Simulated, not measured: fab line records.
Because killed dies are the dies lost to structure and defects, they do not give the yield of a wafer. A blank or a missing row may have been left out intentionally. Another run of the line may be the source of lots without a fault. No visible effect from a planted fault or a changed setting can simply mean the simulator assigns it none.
Chamber matching :: flow nand_harc :: 4 sister chambers for NHARC_A_BLC_STRIP_21 on rie_diel-09
The step strips in O2. 4 wafers are shown with their chamber, then 8 later ones without.

== WAFERS, EACH WITH ITS CHAMBER ==
wafer: L079.4
chamber: 0
showerhead_plenum_p_Torr (Torr): 3.41

wafer: L086.3
chamber: 1
showerhead_plenum_p_Torr (Torr): 3.44

wafer: L086.6
chamber: 3
showerhead_plenum_p_Torr (Torr): 3.34

wafer: L089.3
chamber: 2
showerhead_plenum_p_Torr (Torr): 3.35

== WAFERS MISSING THEIR CHAMBER ==
wafer: L089.4
showerhead_plenum_p_Torr (Torr): 3.44

wafer: L089.5
showerhead_plenum_p_Torr (Torr): 3.33

wafer: L088.2
showerhead_plenum_p_Torr (Torr): 3.44

wafer: L088.5
showerhead_plenum_p_Torr (Torr): 3.35

wafer: L088.6
showerhead_plenum_p_Torr (Torr): 3.34

wafer: L097.2
showerhead_plenum_p_Torr (Torr): 3.44

wafer: L097.3
showerhead_plenum_p_Torr (Torr): 3.33

wafer: L097.4
showerhead_plenum_p_Torr (Torr): 3.35

== THE CHAMBER EACH PASSED THROUGH ==
wafer: L089.4
from the rows above: 1
in truth: 1

wafer: L089.5
from the rows above: 3
in truth: 3

wafer: L088.2
from the rows above: 1
in truth: 1

wafer: L088.5
from the rows above: 2
in truth: 2

wafer: L088.6
from the rows above: 3
in truth: 3

wafer: L097.2
from the rows above: 1
in truth: 1

wafer: L097.3
from the rows above: 3
in truth: 3

wafer: L097.4
from the rows above: 2
in truth: 2
8 of 8 placed correctly. Can't be placed from these rows: 0. Placed wrongly: 0.
How it was worked out, from the rows above alone: a wafer's distance from a chamber is the root of the sum, over the readings, of the square of ((its reading less the chamber's mean) divided by the reading's scatter). The wafer belongs to the nearest chamber; if the next one is less than 2 further off, it can't be placed. Each chamber's mean is taken over the wafers shown for it. The scatter (one wafer shown for each chamber): square how far every hidden wafer sits from the nearest shown wafer, average those squares and take the square root.
